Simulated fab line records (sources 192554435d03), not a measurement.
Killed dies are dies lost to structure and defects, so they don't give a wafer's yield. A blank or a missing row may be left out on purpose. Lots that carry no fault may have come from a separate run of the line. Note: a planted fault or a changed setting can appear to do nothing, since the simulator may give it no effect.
Which tool is to blame?    flow n5 finfet    18 wafers sampled from 6 lots at 1 step of a route of 1938

== WHAT THE GAUGES SHOWED, per wafer ==
N5_HKMG_FIN_THK_MEAS_70: measures by xrf.
lot   measured     on             HK_THK (nm)
L720  day 4 19:02  film metro-01  1.647 1.631 1.617
L722  day 5 04:16  film metro-01  1.611 1.621 1.592
L725  day 5 21:32  film metro-01  1.610 1.647 1.632
L728  day 6 12:59  film metro-01  1.604 1.591 1.599
L730  day 7 03:35  film metro-02  1.633 1.625 1.605
L738  day 9 03:05  film metro-01  1.627 1.600 1.611

== WHICH TOOL RAN EACH LOT (tool, then ch and the chambers of the sampled wafers, then the start) ==
The record shows no process step preceding these readings.

== THE ANSWER, worked out from the rows above alone ==
Rule: usual is defined by the lots themselves. Put in order of their means at a reading, lots are off if they are a third of the lots or fewer, leave a main group of 4 or more, and stand apart from it by a gap of 3 or more times the standard deviation of the main group's means; of several such gaps the widest counts. Not used: any main group whose means are identical at the precision the tables above print for the reading. A lot without any number at a reading at which 4 lots or more have one is off too. Where the step has rows for the other lots, those lots are counted as sound.
Across all readings shown, no lot is off: no conclusion can be drawn from this.

== WHAT THE SIMULATOR HAD PUT IN ==
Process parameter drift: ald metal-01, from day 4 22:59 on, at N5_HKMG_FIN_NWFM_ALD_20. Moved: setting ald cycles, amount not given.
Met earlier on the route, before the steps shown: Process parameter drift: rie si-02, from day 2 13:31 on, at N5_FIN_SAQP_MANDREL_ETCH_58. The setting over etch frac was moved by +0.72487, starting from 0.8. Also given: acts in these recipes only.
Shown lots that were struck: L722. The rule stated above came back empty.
